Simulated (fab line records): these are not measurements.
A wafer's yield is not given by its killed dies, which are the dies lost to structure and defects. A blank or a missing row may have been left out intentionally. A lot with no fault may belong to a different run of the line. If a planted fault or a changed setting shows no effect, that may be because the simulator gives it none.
Chamber matching + flow n5_finfet + N5_BEOL_M12_CMP_49 on cmp-03 has 4 sister chambers
The step polishes, stops on SiOC, t overpolish 20.6 s, target thk 320 nm. 4 wafers are shown with their chamber, then 7 later ones without.

## WAFERS WITH THEIR CHAMBER
| wafer  | chamber | motor_current_A (A) |
|--------|---------|---------------------|
| L228.4 | 3       | 5.9                 |
| L239.4 | 1       | 6.3                 |
| L241.4 | 0       | 5.8                 |
| L241.5 | 2       | 5.4                 |

## WAFERS WITHOUT THEIR CHAMBER
| wafer  | motor_current_A (A) |
|--------|---------------------|
| L241.6 | 6.1                 |
| L242.1 | 6.1                 |
| L242.3 | 6.4                 |
| L242.5 | 6.1                 |
| L243.1 | 5.6                 |
| L243.3 | 6.2                 |
| L243.4 | 5.7                 |

## EACH ONE'S CHAMBER
| wafer  | from the rows above          | in truth |
|--------|------------------------------|----------|
| L241.6 | can't be placed: 3 or 1 or 0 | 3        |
| L242.1 | can't be placed: 3 or 1 or 0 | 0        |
| L242.3 | 1                            | 1        |
| L242.5 | can't be placed: 3 or 1 or 0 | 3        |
| L243.1 | can't be placed: 2 or 0 or 3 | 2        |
| L243.3 | can't be placed: 1 or 3 or 0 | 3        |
| L243.4 | can't be placed: 0 or 3 or 2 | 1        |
Correctly placed: 1 of 7. Unplaceable from these rows: 6, with the true chamber sitting among the candidates in 5. Placed wrongly: 0.
How it was worked out, from the rows above alone: a wafer's distance from a chamber is the root of the sum, over the readings, of the square of ((its reading less the chamber's mean) divided by the reading's scatter). If the next closest chamber is less than 2 further off than the closest, the wafer can't be placed; otherwise it belongs to the closest. For every chamber, the mean is computed from those of its wafers that are shown. The scatter: root of mean squared gap, hidden wafer to nearest shown wafer, with one shown wafer a chamber.
